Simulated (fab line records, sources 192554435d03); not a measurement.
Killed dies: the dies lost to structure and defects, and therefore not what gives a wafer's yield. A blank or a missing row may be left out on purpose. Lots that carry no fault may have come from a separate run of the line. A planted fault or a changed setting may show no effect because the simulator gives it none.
fab line records + flow n5_finfet
record
- lots=7
- wafers=39
route steps=1938 shown DUMMY_GATE@220 SD_EPI_P@300 HKMG_FIN@386 GATE_CUT@501
start_h: hours from the record's opening day to when the first of the lot's shown wafers began + wait_h: hours from the lot's prior step to this one + " identical to the entry in the row above + L1.1+2: a row that stands for several wafers + - either no value or no given start + * or withheld: withheld + < > ~ a bound
route shown NAME@n: names a module that has steps shown in the file, with the first one's number in the route + usual: mean/standard deviation of fault-free wafers + same: alike in all rows + chamber/n: place in a boat + sites: each site's reading + _std_site: standard deviation of those values + _edge_site: mean of outer sites minus mean of inner sites + radius_mm: for every site, how far away it sits from the centre of the wafer + mask NAME#n: copy n + behind: tool/chamber where the wafer was last shaped + hold: the reason the lot was held/the length of the hold in hours/how it ended + device: names the non-switching transistor (n, p or np) + end of line: the same wafers' tests at the end of the route + where a step has no rows: the recipe by itself + killed: the dies lost at the first sort to structure and to defects; this is not the yield of the wafer + map: a wafer's dies, marking killed ones x, the rest . and places with no die _
set.NAME: the setting that was run; set.NAME@STEP: the one run at that earlier step + model.NAME: the simulator's own value behind a step, which no gauge read
lots with deliberately changed settings; one table per step, one row per wafer
## steps
# step N5_DUMMY_GATE_HM_DEP_06
# recipe
- material=SiNx
- target_thk_a=800
- precursor=DCS/NH3
- temp_c=700
- pressure_mtorr=300
- time_s=5141
| lot.wafer  | tool     | chamber | start_h | wait_h | set.time_s | model.SiNx_of_DUMMY_GATE_HM_DEP_06.thk_nm |
|------------|----------|---------|---------|--------|------------|-------------------------------------------|
| L074.1     | -        | -       | -       | 0.0    | 5897       | 92                                        |
| L074.2+4   | "        | -       | "       | "      | 5897       | 92.2                                      |
| L074.3     | "        | -       | "       | "      | 5897       | 92.6                                      |
| L074.5     | "        | -       | "       | "      | 5897       | 92.4                                      |
| L074.6     | "        | -       | "       | "      | 5897       | 91.8                                      |
| L078.3     | lpcvd-01 | 1/25    | 65.00   | 0.0    | 5141       | 80.8                                      |
| L078.4     | "        | 1/29    | "       | "      | 5141       | 81.2                                      |
| L078.6     | "        | 1/39    | "       | "      | 5141       | 80.4                                      |
| L081.1+2+5 | -        | -       | -       | 0.0    | 5639       | 87.6                                      |
| L081.3     | "        | -       | "       | "      | 5639       | 88.4                                      |
| L081.4+6   | "        | -       | "       | "      | 5639       | 88.2                                      |
| L086.1     | -        | -       | -       | 0.0    | 5642       | 88                                        |
| L086.2     | "        | -       | "       | "      | 5642       | 89                                        |
| L086.3+6   | "        | -       | "       | "      | 5642       | 88.6                                      |
| L086.4+5   | "        | -       | "       | "      | 5642       | 88.2                                      |
| L093.1+2+4 | -        | -       | -       | 0.0    | 4883       | 75.6                                      |
| L093.3     | "        | -       | "       | "      | 4883       | 76                                        |
| L093.5     | "        | -       | "       | "      | 4883       | 75.4                                      |
| L093.6     | "        | -       | "       | "      | 4883       | 75.2                                      |
| L096.1     | -        | -       | -       | 0.0    | 5141       | 81.2                                      |
| L096.2     | "        | -       | "       | "      | 5141       | 80.6                                      |
| L096.3     | "        | -       | "       | "      | 5141       | 80.4                                      |
| L096.4     | "        | -       | "       | "      | 5141       | 81                                        |
| L096.5     | "        | -       | "       | "      | 5141       | 80.8                                      |
| L096.6     | "        | -       | "       | "      | 5141       | 81.4                                      |
| L097.1+4+6 | -        | -       | -       | 0.0    | 4597       | 70.4                                      |
| L097.2+3   | "        | -       | "       | "      | 4597       | 70                                        |
| L097.5     | "        | -       | "       | "      | 4597       | 70.2                                      |
# step N5_SD_EPI_P_EXPOSE_06
# recipe
- mask_id=SD_P_BLK
- na=1.35
- source_shape=conventional
- sigma_outer=0.8
- polarization=unpolarized
- target_cd_nm=240
- dose_mj=39.5
| lot.wafer  | tool            | chamber | start_h | wait_h | mask       | set.dose_mj |
|------------|-----------------|---------|---------|--------|------------|-------------|
| L074.1+2+6 | arfi_scanner-01 | 0       | 53.78   | -      | SD_P_BLK#0 | 36.46       |
| L074.3+4+5 | "               | 0       | "       | "      | SD_P_BLK#0 | 39.5        |
| L078.3+4+6 | arfi_scanner-03 | 0       | 77.70   | -      | SD_P_BLK#0 | 39.5        |
| L081.1+5+6 | arfi_scanner-01 | 0       | 97.24   | -      | SD_P_BLK#0 | 40.32       |
| L081.2+3+4 | "               | 0       | "       | "      | SD_P_BLK#0 | 39.5        |
| L086.1+2+5 | arfi_scanner-01 | 0       | 128.31  | -      | SD_P_BLK#0 | 39.5        |
| L086.3+4+6 | "               | 0       | "       | "      | SD_P_BLK#0 | 38.6        |
| L093.1+2+4 | arfi_scanner-03 | 0       | 168.19  | -      | SD_P_BLK#0 | 39.5        |
| L093.3+5+6 | "               | 0       | "       | "      | SD_P_BLK#0 | 41.39       |
| L096.1+4+5 | arfi_scanner-03 | 0       | 184.64  | -      | SD_P_BLK#0 | 41.11       |
| L096.2+3+6 | "               | 0       | "       | "      | SD_P_BLK#0 | 39.5        |
| L097.1+3+5 | arfi_scanner-02 | 0       | 193.99  | -      | SD_P_BLK#0 | 36.91       |
| L097.2+4+6 | "               | 0       | "       | "      | SD_P_BLK#0 | 39.5        |
# step N5_SD_EPI_P_PEB_07
# recipe
- peb_temp_c=110
- peb_time_s=60
- resist=CAR-ArF-block
# step N5_SD_EPI_P_DEVELOP_08
# recipe
- develop_time_s=30
- developer=TMAH
- resist=CAR-ArF-block
- dev_temp_c=23
- rinse_liquid=diw
- dry=air_spin
# step N5_SD_EPI_P_CD_MEAS_09
# recipe
- target_cd_nm=240
- landing_energy_ev=500
- detector=se_inlens
# usual
- cd_nm=239.9/0.77
| lot.wafer | tool      | chamber | start_h | wait_h | set.dose_mj@SD_EPI_P_EXPOSE_06 | cd_nm |
|-----------|-----------|---------|---------|--------|--------------------------------|-------|
| L074.1    | cd_sem-01 | 0       | 53.90   | -      | 36.46                          | 234.4 |
| L074.2    | "         | 0       | "       | "      | 36.46                          | 235.5 |
| L074.3    | "         | 0       | "       | "      | 39.5                           | 240.2 |
| L074.4    | "         | 0       | "       | "      | 39.5                           | 239.9 |
| L074.5    | "         | 0       | "       | "      | 39.5                           | 239.9 |
| L074.6    | "         | 0       | "       | "      | 36.46                          | 233.6 |
| L078.3    | cd_sem-03 | 0       | 77.82   | -      | 39.5                           | 240.7 |
| L078.4    | "         | 0       | "       | "      | 39.5                           | 240.7 |
| L078.6    | "         | 0       | "       | "      | 39.5                           | 238.9 |
| L081.1    | cd_sem-01 | 0       | 97.36   | -      | 40.32                          | 242.1 |
| L081.2    | "         | 0       | "       | "      | 39.5                           | 241.1 |
| L081.3    | "         | 0       | "       | "      | 39.5                           | 241.1 |
| L081.4    | "         | 0       | "       | "      | 39.5                           | 240.3 |
| L081.5    | "         | 0       | "       | "      | 40.32                          | 241.6 |
| L081.6    | "         | 0       | "       | "      | 40.32                          | 241.4 |
| L086.1    | cd_sem-01 | 0       | 128.44  | -      | 39.5                           | 239.7 |
| L086.2    | "         | 0       | "       | "      | 39.5                           | 239.5 |
| L086.3    | "         | 0       | "       | "      | 38.6                           | 238.5 |
| L086.4    | "         | 0       | "       | "      | 38.6                           | 239.0 |
| L086.5    | "         | 0       | "       | "      | 39.5                           | 241.1 |
| L086.6    | "         | 0       | "       | "      | 38.6                           | 240.6 |
| L093.1    | cd_sem-02 | 0       | 168.32  | -      | 39.5                           | 241.5 |
| L093.2    | "         | 0       | "       | "      | 39.5                           | 240.6 |
| L093.3    | "         | 0       | "       | "      | 41.39                          | 244.0 |
| L093.4    | "         | 0       | "       | "      | 39.5                           | 241.2 |
| L093.5    | "         | 0       | "       | "      | 41.39                          | 243.4 |
| L093.6    | "         | 0       | "       | "      | 41.39                          | 243.7 |
| L096.1    | cd_sem-03 | 0       | 184.76  | -      | 41.11                          | 244.3 |
| L096.2    | "         | 0       | "       | "      | 39.5                           | 240.7 |
| L096.3    | "         | 0       | "       | "      | 39.5                           | 240.4 |
| L096.4    | "         | 0       | "       | "      | 41.11                          | 243.3 |
| L096.5    | "         | 0       | "       | "      | 41.11                          | 241.8 |
| L096.6    | "         | 0       | "       | "      | 39.5                           | 239.5 |
| L097.1    | cd_sem-02 | 0       | 194.11  | -      | 36.91                          | 235.6 |
| L097.2    | "         | 0       | "       | "      | 39.5                           | 240.4 |
| L097.3    | "         | 0       | "       | "      | 36.91                          | 236.3 |
| L097.4    | "         | 0       | "       | "      | 39.5                           | 239.8 |
| L097.5    | "         | 0       | "       | "      | 36.91                          | 235.5 |
| L097.6    | "         | 0       | "       | "      | 39.5                           | 240.5 |
# step N5_SD_EPI_P_DESCUM_14
# recipe
- chemistry=O2
- time_s=7.9
- source_power_w=50
- bias_power_w=20
- pressure_mtorr=20
- rf_frequency_hz=2.712e+07
- temp_c=40
- resist=CAR-ArF-block
- o2_flow_sccm=225
| lot.wafer | tool        | chamber | start_h | wait_h | set.dose_mj@SD_EPI_P_EXPOSE_06 | model.SD_EPI_P.cd_nm |
|-----------|-------------|---------|---------|--------|--------------------------------|----------------------|
| L074.1    | rie_diel-02 | 1       | 53.99   | 0.0    | 36.46                          | 234.4                |
| L074.2    | "           | 3       | "       | "      | 36.46                          | 235.6                |
| L074.3    | "           | 2       | "       | "      | 39.5                           | 240.2                |
| L074.4+5  | "           | 0,1     | "       | "      | 39.5                           | 239.6                |
| L074.6    | "           | 2       | "       | "      | 36.46                          | 234                  |
| L078.3    | rie_diel-06 | 0       | 78.04   | 0.2    | 39.5                           | -                    |
| L078.4    | "           | 1       | "       | "      | 39.5                           | 240.6                |
| L078.6    | "           | 0       | "       | "      | 39.5                           | 239.2                |
| L081.1    | rie_diel-02 | 1       | 97.45   | 0.0    | 40.32                          | 242.2                |
| L081.2    | "           | 2       | "       | "      | 39.5                           | 241                  |
| L081.3    | "           | 3       | "       | "      | 39.5                           | 240.6                |
| L081.4    | "           | 0       | "       | "      | 39.5                           | 240.4                |
| L081.5    | "           | 2       | "       | "      | 40.32                          | 241.8                |
| L081.6    | "           | 1       | "       | "      | 40.32                          | 241.2                |
| L086.1    | rie_diel-02 | 0       | 128.77  | 0.2    | 39.5                           | 239.8                |
| L086.2    | "           | 1       | "       | "      | 39.5                           | 239.4                |
| L086.3    | "           | 3       | "       | "      | 38.6                           | 238.2                |
| L086.4    | "           | 2       | "       | "      | 38.6                           | 239.2                |
| L086.5    | "           | 3       | "       | "      | 39.5                           | 240.8                |
| L086.6    | "           | 2       | "       | "      | 38.6                           | 240.4                |
| L093.1    | rie_diel-06 | 3       | 168.41  | 0.0    | 39.5                           | 241.4                |
| L093.2    | "           | 2       | "       | "      | 39.5                           | 241                  |
| L093.3    | "           | 1       | "       | "      | 41.39                          | 244                  |
| L093.4    | "           | 0       | "       | "      | 39.5                           | 240.8                |
| L093.5    | "           | 3       | "       | "      | 41.39                          | 243.6                |
| L093.6    | "           | 2       | "       | "      | 41.39                          | 243.8                |
| L096.1    | rie_diel-06 | 0       | 184.86  | 0.0    | 41.11                          | 244                  |
| L096.2    | "           | 3       | "       | "      | 39.5                           | 240.6                |
| L096.3    | "           | 2       | "       | "      | 39.5                           | 240.2                |
| L096.4    | "           | 0       | "       | "      | 41.11                          | 243.2                |
| L096.5    | "           | 2       | "       | "      | 41.11                          | 241.8                |
| L096.6    | "           | 3       | "       | "      | 39.5                           | 239.6                |
| L097.1    | rie_diel-06 | 2       | 194.20  | 0.0    | 36.91                          | 236                  |
| L097.2+6  | "           | 0,1     | "       | "      | 39.5                           | 240.4                |
| L097.3    | "           | 3       | "       | "      | 36.91                          | 236.4                |
| L097.4    | "           | 1       | "       | "      | 39.5                           | 239.8                |
| L097.5    | "           | 0       | "       | "      | 36.91                          | 235.2                |
# step N5_HKMG_FIN_HK_ALD_01
# recipe
- material=HfO2
- target_thk_a=16
- temp_c=withheld
- ald_precursor_family=HfCl4
- ald_co_reactant=H2O
- pulse_time_s=3
- purge_time_s=3
- co_reactant_purge_time_s=2.5
- co_reactant_pulse_time_s=0.3
- ald_cycles=30
| lot.wafer        | tool      | chamber     | start_h | wait_h | set.ald_cycles |
|------------------|-----------|-------------|---------|--------|----------------|
| L074.1+2+3+4+5+6 | ald_hk-03 | 2,3,0,1,2,1 | 70.08   | 0.0    | 30             |
| L078.3+4+6       | ald_hk-03 | 3,2,3       | 96.92   | 0.0    | 30             |
| L081.1+3+5       | ald_hk-03 | 1,2,3       | 113.21  | 0.0    | 32             |
| L081.2+4+6       | "         | 3,0,2       | "       | "      | 30             |
| L086.1+2+3+4+5+6 | ald_hk-03 | 2,0,1,3,2,3 | 148.90  | 0.0    | 30             |
| L093.1+3+5       | ald_hk-01 | 3,0,3       | 184.90  | 0.0    | 27             |
| L093.2+4+6       | "         | 1,2,0       | "       | "      | 30             |
| L096.1+2+3+4+5+6 | ald_hk-02 | 1,0,2,3,3,0 | 201.90  | 0.0    | 30             |
| L097.1+2+3+4+5+6 | ald_hk-01 | 3,1,2,0,2,3 | 210.30  | 0.0    | 30             |
# step N5_HKMG_FIN_HK_ANNEAL_02
# recipe
- temp_c=700
- time_s=30
- ambient=N2
- idle_temp_c=600
- ramp_up_c_per_s=150
- ramp_down_c_per_s=60
- cool_to_c=600
# step N5_HKMG_FIN_ALD_74
# recipe
- material=La2O3
- target_thk_a=5
- temp_c=250
- ald_precursor_family=La-Cp
- ald_co_reactant=O3
- pulse_time_s=6
- co_reactant_pulse_time_s=1
- purge_time_s=3
- co_reactant_purge_time_s=3
# step N5_HKMG_FIN_WET_ETCH_82
# recipe
- chemistry=dHCl
- mix=1:10000
- temp_c=25
- target=La2O3
- stop_on=HfO2
- target_depth_nm=2
- dry=ipa_marangoni
- rinse_time_s=30
- rinse_temp_c=23
# step N5_HKMG_FIN_ALD_36
# recipe
- material=TiN
- target_thk_a=10
- temp_c=400
- ald_precursor_family=TiCl4
- ald_co_reactant=NH3
- pulse_time_s=1
- purge_time_s=3
- co_reactant_purge_time_s=2
- co_reactant_pulse_time_s=2
- ald_cycles=47
- pressure_torr=3
# step N5_HKMG_FIN_THK_MEAS_70
# recipe
- thk_meas_gauge=xrf
- reads=HfO2_of_HKMG_FIN_HK_ALD_01
# usual
- HK_THK=1.612/0.021
| lot.wafer | tool          | chamber | start_h | wait_h | set.ald_cycles@HKMG_FIN_HK_ALD_01 | HK_THK[nm] |
|-----------|---------------|---------|---------|--------|-----------------------------------|------------|
| L074.1    | film_metro-01 | -       | 73.71   | 0.2    | 30                                | 1.598      |
| L074.2    | "             | -       | "       | "      | 30                                | 1.612      |
| L074.3    | "             | -       | "       | "      | 30                                | 1.604      |
| L074.4    | "             | -       | "       | "      | 30                                | 1.616      |
| L074.5    | "             | -       | "       | "      | 30                                | 1.618      |
| L074.6    | "             | -       | "       | "      | 30                                | 1.619      |
| L078.3    | film_metro-01 | -       | 100.46  | 0.2    | 30                                | 1.612      |
| L078.4    | "             | -       | "       | "      | 30                                | 1.602      |
| L078.6    | "             | -       | "       | "      | 30                                | 1.617      |
| L081.1    | film_metro-01 | -       | 116.68  | 0.2    | 32                                | 1.725      |
| L081.2    | "             | -       | "       | "      | 30                                | 1.616      |
| L081.3    | "             | -       | "       | "      | 32                                | 1.715      |
| L081.4    | "             | -       | "       | "      | 30                                | 1.604      |
| L081.5    | "             | -       | "       | "      | 32                                | 1.695      |
| L081.6    | "             | -       | "       | "      | 30                                | 1.593      |
| L086.1    | film_metro-02 | -       | 152.34  | 0.2    | 30                                | 1.598      |
| L086.2    | "             | -       | "       | "      | 30                                | 1.658      |
| L086.3    | "             | -       | "       | "      | 30                                | 1.632      |
| L086.4    | "             | -       | "       | "      | 30                                | 1.646      |
| L086.5    | "             | -       | "       | "      | 30                                | 1.636      |
| L086.6    | "             | -       | "       | "      | 30                                | 1.613      |
| L093.1    | film_metro-02 | -       | 188.51  | 0.2    | 27                                | 1.417      |
| L093.2    | "             | -       | "       | "      | 30                                | 1.580      |
| L093.3    | "             | -       | "       | "      | 27                                | 1.466      |
| L093.4    | "             | -       | "       | "      | 30                                | 1.561      |
| L093.5    | "             | -       | "       | "      | 27                                | 1.423      |
| L093.6    | "             | -       | "       | "      | 30                                | 1.624      |
| L096.1    | film_metro-02 | -       | 205.36  | 0.2    | 30                                | 1.614      |
| L096.2    | "             | -       | "       | "      | 30                                | 1.637      |
| L096.3    | "             | -       | "       | "      | 30                                | 1.595      |
| L096.4    | "             | -       | "       | "      | 30                                | 1.574      |
| L096.5    | "             | -       | "       | "      | 30                                | 1.590      |
| L096.6    | "             | -       | "       | "      | 30                                | 1.585      |
| L097.1    | film_metro-01 | -       | 214.01  | 0.2    | 30                                | 1.603      |
| L097.2    | "             | -       | "       | "      | 30                                | 1.595      |
| L097.3    | "             | -       | "       | "      | 30                                | 1.607      |
| L097.4    | "             | -       | "       | "      | 30                                | 1.596      |
| L097.5    | "             | -       | "       | "      | 30                                | 1.590      |
| L097.6    | "             | -       | "       | "      | 30                                | 1.597      |
# step N5_HKMG_FIN_ETCH_35
# recipe
- chemistry=N2/H2
- target=SOC
- target_depth_a=2158
- ion_energy_ev=65
- bias_w=5
- source_w=3000
- time_s=243.4
- pressure_mtorr=30
- n2_flow_sccm=200
- h2_flow_sccm=200
| lot.wafer | tool        | chamber | start_h | wait_h | set.target_depth_a | model.etch.depth_nm | model.HKMG_FIN.feature_depth_nm | model.SOC_of_HKMG_FIN_COAT_29.thk_nm |
|-----------|-------------|---------|---------|--------|--------------------|---------------------|---------------------------------|--------------------------------------|
| L074.1    | rie_diel-01 | 3       | 74.97   | 0.0    | 2009               | 201.6               | 201.6                           | 99.4                                 |
| L074.2    | "           | 2       | "       | "      | 2158               | 212.7               | 212.6                           | 87.4                                 |
| L074.3    | "           | 0       | "       | "      | 2158               | 220.3               | 220.2                           | 80.8                                 |
| L074.4    | "           | 0       | "       | "      | 2009               | 205.6               | 205.6                           | 95.2                                 |
| L074.5    | "           | 2       | "       | "      | 2158               | 211.5               | 211.6                           | 89.2                                 |
| L074.6    | "           | 3       | "       | "      | 2009               | 201.2               | 201.2                           | 99.2                                 |
| L078.3    | rie_diel-05 | 0       | 101.60  | 0.0    | 2158               | 212.8               | 212.8                           | 88.2                                 |
| L078.4    | "           | 1       | "       | "      | 2158               | 214.4               | 214.4                           | 86.4                                 |
| L078.6    | "           | 1       | "       | "      | 2158               | 216.4               | 216.4                           | 83.6                                 |
| L081.1    | rie_diel-01 | 2       | 117.82  | 0.0    | 2232               | 221.8               | 221.8                           | 76.6                                 |
| L081.2    | "           | 3       | "       | "      | 2158               | 219.8               | 219.8                           | 79.2                                 |
| L081.3    | "           | 1       | "       | "      | 2232               | 237.9               | 238                             | 61.6                                 |
| L081.4    | "           | 0       | "       | "      | 2232               | 232.8               | 232.8                           | 66                                   |
| L081.5    | "           | 0       | "       | "      | 2158               | 223.4               | 223.4                           | 75.6                                 |
| L081.6    | "           | 1       | "       | "      | 2158               | 231.1               | 231.2                           | 68.2                                 |
| L086.1    | rie_diel-01 | 3       | 153.61  | 0.0    | 1969               | 201.4               | 201.4                           | 98.6                                 |
| L086.2    | "           | 0       | "       | "      | 2158               | 222.2               | 222.2                           | 77.8                                 |
| L086.3    | "           | 2       | "       | "      | 1969               | 197.3               | 197.4                           | 102.6                                |
| L086.4    | "           | 1       | "       | "      | 2158               | 229.5               | 229.6                           | 70.8                                 |
| L086.5    | "           | 0       | "       | "      | 2158               | 223.9               | 223.8                           | 76.4                                 |
| L086.6    | "           | 3       | "       | "      | 1969               | 200.4               | 200.4                           | 99.6                                 |
| L093.1    | rie_diel-01 | 3       | 190.01  | 0.0    | 2158               | 220.4               | 220.4                           | 79.4                                 |
| L093.2    | "           | 2       | "       | "      | 2256               | 224.1               | 224                             | 76.2                                 |
| L093.3    | "           | 0       | "       | "      | 2256               | 230.2               | 230.2                           | 69.6                                 |
| L093.4    | "           | 1       | "       | "      | 2158               | 228.7               | 228.6                           | 71.8                                 |
| L093.5    | "           | 3       | "       | "      | 2158               | 218.2               | 218.2                           | 81.8                                 |
| L093.6    | "           | 0       | "       | "      | 2256               | 232.3               | 232.2                           | 68.4                                 |
| L096.1    | rie_diel-05 | 0       | 206.75  | 0.0    | 2158               | 214                 | 214                             | 86.8                                 |
| L096.2    | "           | 1       | "       | "      | 2366               | 236.1               | 236.2                           | 64.6                                 |
| L096.3    | "           | 3       | "       | "      | 2366               | 239.8               | 239.8                           | 60.4                                 |
| L096.4    | "           | 2       | "       | "      | 2158               | 207.8               | 207.8                           | 92.4                                 |
| L096.5    | "           | 3       | "       | "      | 2366               | 239.5               | 239.4                           | 62                                   |
| L096.6    | "           | 0       | "       | "      | 2158               | 213.9               | 213.8                           | 86.6                                 |
| L097.1    | rie_diel-03 | 2       | 215.27  | 0.0    | 2158               | 222.3               | 222.2                           | 77.8                                 |
| L097.2    | "           | 1       | "       | "      | 2158               | 221.2               | 221.2                           | 79                                   |
| L097.3    | "           | 3       | "       | "      | 2158               | 214.6               | 214.6                           | 84                                   |
| L097.4    | "           | 3       | "       | "      | 2158               | 216.1               | 216.2                           | 83                                   |
| L097.5    | "           | 1       | "       | "      | 2158               | 220.8               | 220.8                           | 78.6                                 |
| L097.6    | "           | 2       | "       | "      | 2158               | 220.2               | 220.2                           | 79.4                                 |
# step N5_HKMG_FIN_STRIP_92
# recipe
- chemistry=N2/H2
- material=SOC
- time_s=20
- power_w=500
- temp_c=40
- pressure_mtorr=50
- rf_frequency_hz=6e+07
- bias_power_w=8
- h2_frac=0.5
- n2_flow_sccm=300
- h2_flow_sccm=300
| lot.wafer | tool        | chamber | start_h | wait_h | set.target_depth_a@HKMG_FIN_ETCH_35 | model.SOC_of_HKMG_FIN_COAT_29.thk_nm |
|-----------|-------------|---------|---------|--------|-------------------------------------|--------------------------------------|
| L074.1    | rie_diel-01 | 3       | 75.12   | 0.1    | 2009                                | 89.2                                 |
| L074.2    | "           | 2       | "       | "      | 2158                                | 77.2                                 |
| L074.3    | "           | 0       | "       | "      | 2158                                | 70.4                                 |
| L074.4    | "           | 0       | "       | "      | 2009                                | 84.8                                 |
| L074.5    | "           | 2       | "       | "      | 2158                                | 79                                   |
| L074.6    | "           | 3       | "       | "      | 2009                                | 89                                   |
| L078.3    | rie_diel-05 | 0       | 101.75  | 0.1    | 2158                                | 78.2                                 |
| L078.4    | "           | 1       | "       | "      | 2158                                | 76.2                                 |
| L078.6    | "           | 1       | "       | "      | 2158                                | 73.2                                 |
| L081.1    | rie_diel-01 | 2       | 117.97  | 0.1    | 2232                                | 66.4                                 |
| L081.2    | "           | 3       | "       | "      | 2158                                | 68.8                                 |
| L081.3    | "           | 1       | "       | "      | 2232                                | 50.6                                 |
| L081.4    | "           | 0       | "       | "      | 2232                                | 55.4                                 |
| L081.5    | "           | 0       | "       | "      | 2158                                | 65.2                                 |
| L081.6    | "           | 1       | "       | "      | 2158                                | 57.4                                 |
| L086.1    | rie_diel-01 | 3       | 153.76  | 0.1    | 1969                                | 88.4                                 |
| L086.2    | "           | 0       | "       | "      | 2158                                | 67.2                                 |
| L086.3    | "           | 2       | "       | "      | 1969                                | 92.4                                 |
| L086.4    | "           | 1       | "       | "      | 2158                                | 60                                   |
| L086.5    | "           | 0       | "       | "      | 2158                                | 65.8                                 |
| L086.6    | "           | 3       | "       | "      | 1969                                | 89.2                                 |
| L093.1    | rie_diel-01 | 3       | 190.16  | 0.1    | 2158                                | 69.2                                 |
| L093.2    | "           | 2       | "       | "      | 2256                                | 66                                   |
| L093.3    | "           | 0       | "       | "      | 2256                                | 59.2                                 |
| L093.4    | "           | 1       | "       | "      | 2158                                | 61                                   |
| L093.5    | "           | 3       | "       | "      | 2158                                | 71.6                                 |
| L093.6    | "           | 0       | "       | "      | 2256                                | 57.8                                 |
| L096.1    | rie_diel-05 | 0       | 206.90  | 0.1    | 2158                                | 76.8                                 |
| L096.2    | "           | 1       | "       | "      | 2366                                | 54.2                                 |
| L096.3    | "           | 3       | "       | "      | 2366                                | 50                                   |
| L096.4    | "           | 2       | "       | "      | 2158                                | 82.4                                 |
| L096.5    | "           | 3       | "       | "      | 2366                                | 51.4                                 |
| L096.6    | "           | 0       | "       | "      | 2158                                | 76.6                                 |
| L097.1    | rie_diel-03 | 2       | 215.42  | 0.1    | 2158                                | 67.4                                 |
| L097.2    | "           | 1       | "       | "      | 2158                                | 68.6                                 |
| L097.3    | "           | 3       | "       | "      | 2158                                | 73.8                                 |
| L097.4    | "           | 3       | "       | "      | 2158                                | 72.8                                 |
| L097.5    | "           | 1       | "       | "      | 2158                                | 68.4                                 |
| L097.6    | "           | 2       | "       | "      | 2158                                | 69                                   |
# step N5_GATE_CUT_CUT_ETCH_54
# recipe
- chemistry=Cl2/BCl3
- target=TiN
- mask_material=SiO2
- target_depth_a=967
- pressure_mtorr=10
- icp_w=1000
- bias_w=126
- Cl2_flow_sccm=53.25
- bcl3_flow_sccm=21.75
- Ar_flow_sccm=25
- ends=cleared
# usual
- etch_rf_on_time_s=36.6/0.6
| lot.wafer | tool         | chamber | start_h | wait_h | set.icp_w | etch_rf_on_time_s |
|-----------|--------------|---------|---------|--------|-----------|-------------------|
| L074.1    | rie_metal-01 | 1       | 83.70   | 0.0    | 1000      | 36.4              |
| L074.2    | "            | 0       | "       | "      | 1000      | 37.4              |
| L074.3    | "            | 1       | "       | "      | 1000      | 36.2              |
| L074.4    | "            | 0       | "       | "      | 1000      | 37.2              |
| L074.5    | "            | 1       | "       | "      | 1000      | 36.6              |
| L074.6    | "            | 0       | "       | "      | 1000      | 37.8              |
| L078.3    | rie_metal-01 | 0       | 109.97  | 0.0    | 1000      | 37.2              |
| L078.4    | "            | 1       | "       | "      | 1000      | 35.6              |
| L078.6    | "            | 0       | "       | "      | 1000      | 37.2              |
| L081.1    | rie_metal-03 | 1       | 126.26  | 0.0    | 1000      | 36.4              |
| L081.2    | "            | 0       | "       | "      | 1000      | 36.9              |
| L081.3    | "            | 0       | "       | "      | 1000      | 36.6              |
| L081.4    | "            | 1       | "       | "      | 1000      | 36.6              |
| L081.5    | "            | 0       | "       | "      | 1000      | 36.8              |
| L081.6    | "            | 1       | "       | "      | 1000      | 36.9              |
| L086.1    | rie_metal-03 | 1       | 162.27  | 0.0    | 1000      | 37.1              |
| L086.2    | "            | 0       | "       | "      | 1081      | 34.6              |
| L086.3    | "            | 1       | "       | "      | 1000      | 36.9              |
| L086.4    | "            | 0       | "       | "      | 1081      | 34.3              |
| L086.5    | "            | 0       | "       | "      | 1000      | 36.6              |
| L086.6    | "            | 1       | "       | "      | 1081      | 34.5              |
| L093.1    | rie_metal-01 | 0       | 199.06  | 0.0    | 1100      | 33.7              |
| L093.2    | "            | 1       | "       | "      | 1100      | 32.7              |
| L093.3    | "            | 0       | "       | "      | 1000      | 37.2              |
| L093.4    | "            | 1       | "       | "      | 1000      | 35.7              |
| L093.5    | "            | 1       | "       | "      | 1000      | 35.6              |
| L093.6    | "            | 0       | "       | "      | 1100      | 34.1              |
| L096.1    | rie_metal-01 | 1       | 215.61  | 0.1    | 1000      | 35.8              |
| L096.2    | "            | 1       | "       | "      | 832.2     | 42.1              |
| L096.3    | "            | 1       | "       | "      | 1000      | 36.1              |
| L096.4    | "            | 1       | "       | "      | 832.2     | 42.4              |
| L096.5    | "            | 1       | "       | "      | 832.2     | 42.0              |
| L096.6    | "            | 1       | "       | "      | 1000      | 36.0              |
| L097.1    | rie_metal-03 | 1       | 223.62  | 0.0    | 1000      | 36.6              |
| L097.2    | "            | 0       | "       | "      | 872.6     | 40.9              |
| L097.3    | "            | 0       | "       | "      | 1000      | 36.4              |
| L097.4    | "            | 1       | "       | "      | 872.6     | 41.0              |
| L097.5    | "            | 0       | "       | "      | 872.6     | 41.5              |
| L097.6    | "            | 1       | "       | "      | 1000      | 36.7              |
## key
split
- step=N5_DUMMY_GATE_HM_DEP_06
- setting=time_s
- stated=5141
- by=lot
response
- step=N5_DUMMY_GATE_HM_DEP_06
- reading=model.SiNx_of_DUMMY_GATE_HM_DEP_06.thk_nm
- change=+0.857
- per=1%
- r=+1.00
split
- step=N5_SD_EPI_P_EXPOSE_06
- setting=dose_mj
- stated=39.5
- by=wafer
response
- step=N5_SD_EPI_P_CD_MEAS_09
- reading=cd_nm
- change=+0.656
- per=1%
- r=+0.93
response
- step=N5_SD_EPI_P_DESCUM_14
- reading=model.SD_EPI_P.cd_nm
- change=+0.639
- per=1%
- r=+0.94
split
- step=N5_HKMG_FIN_HK_ALD_01
- setting=ald_cycles
- stated=30
- by=wafer
response
- step=N5_HKMG_FIN_THK_MEAS_70
- reading=HK_THK
- change=+0.0155
- per=1%
- r=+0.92
split
- step=N5_HKMG_FIN_ETCH_35
- setting=target_depth_a
- stated=2158
- by=wafer
response
- step=N5_HKMG_FIN_ETCH_35
- reading=model.etch.depth_nm
- change=+2.45
- per=1%
- r=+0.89
response
- step=N5_HKMG_FIN_ETCH_35
- reading=model.HKMG_FIN.feature_depth_nm
- change=+2.45
- per=1%
- r=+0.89
response
- step=N5_HKMG_FIN_ETCH_35
- reading=model.SOC_of_HKMG_FIN_COAT_29.thk_nm
- change=-2.44
- per=1%
- r=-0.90
response
- step=N5_HKMG_FIN_STRIP_92
- reading=model.SOC_of_HKMG_FIN_COAT_29.thk_nm
- change=-2.47
- per=1%
- r=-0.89
split
- step=N5_GATE_CUT_CUT_ETCH_54
- setting=icp_w
- stated=1000
- by=wafer
response
- step=N5_GATE_CUT_CUT_ETCH_54
- reading=etch_rf_on_time_s
- change=*
- per=1%
- r=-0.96
